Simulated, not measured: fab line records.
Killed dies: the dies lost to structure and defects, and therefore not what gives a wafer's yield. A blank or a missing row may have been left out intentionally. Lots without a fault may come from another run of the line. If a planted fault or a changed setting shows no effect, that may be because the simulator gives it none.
8D (eight disciplines) problem report, filled in by code | flow n5-finfet | the parts of the form that need people (team, actions taken, sign-off) are left out

1. THE PROBLEM
spin-speed-rpm at N5_BEOL_M4_COAT_22 reads a mean of 1414.3 rpm on 6 wafers of 2 lots; wafers without a fault read 1500.0 rpm with a standard deviation of 0.95. That puts it -90 standard deviations away from the usual mean.
The step: resist thk 30 nm.
Earliest sighting: wafer L872.1 on litho-track-05 at day 9 02:40. The record has a number at this step for 12 wafers belonging to 4 lots. Rule for "out" (also "out of limits"): further than 4 standard deviations from the usual mean. Any other wafer with a number is counted as sound.

2. WHAT IT IS; WHAT IT IS NOT
question                    | is                     | is not
which readings at this step | spin-speed-rpm         | -
which lots                  | L872, L873             | L866, L887
which wafers of those lots  | all that have a number | -
read on which tools         | litho-track-05         | litho-track-04
when                        | from day 9 02:40       | up to then (3 sound wafers); but 3 sound wafers of L887 came after

3. WHAT RULES OUT EACH SUSPECT
Counting: a tool at any process step up to the reading remains a suspect when it ran all the lots that are out and ran no sound lot after the first of those.
- litho-track-05 at N5_BEOL_M4_COAT_22 (resist thk 30 nm): kept. It ran every lot that is out, first L872 (day 9 02:40), and no sound lot after that; its last sound lot up to then is L866 (day 7 12:26). Out on those wafers are its own readings of spin-speed-rpm.
Remaining after the count: litho-track-05 at N5_BEOL_M4_COAT_22.

4. THE CAUSE (what the simulator had put in)
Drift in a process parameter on litho-track-05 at N5_BEOL_M4_COAT_22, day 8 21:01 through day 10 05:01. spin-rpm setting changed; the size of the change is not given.
After counting, this tool was the only one left.

5. SEQUENCE OF EFFECTS, ordered by route
Rows list readings where the struck wafers' mean (over those with a number) sits beyond 3 standard deviations from the usual. Readings are gone through only where the record gives a usual standard deviation; hours: the median, over the lots, of the time from a lot's start at the first step in this table giving one to that lot's start at this step; sigmas: the change measured in usual standard deviations.
hours | step               | reading        | usual      | on struck wafers | change | sigmas
0     | N5_BEOL_M4_COAT_22 | spin-speed-rpm | 1500.0 rpm | 1414.3           | -85.7  | -90
The process steps in it:
- N5_BEOL_M4_COAT_22: resist thk 30 nm.
Later steps that measure or inspect, where all struck wafers having a row at the step show a number for every such reading and not one has moved that far: N5_BEOL_M4_RC_MEAS_101.

6. WHAT WOULD HAVE CAUGHT IT SOONER
6 hours passed between the start of the fault at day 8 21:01 and the first reading out of limits in this record, taken at day 9 02:40.
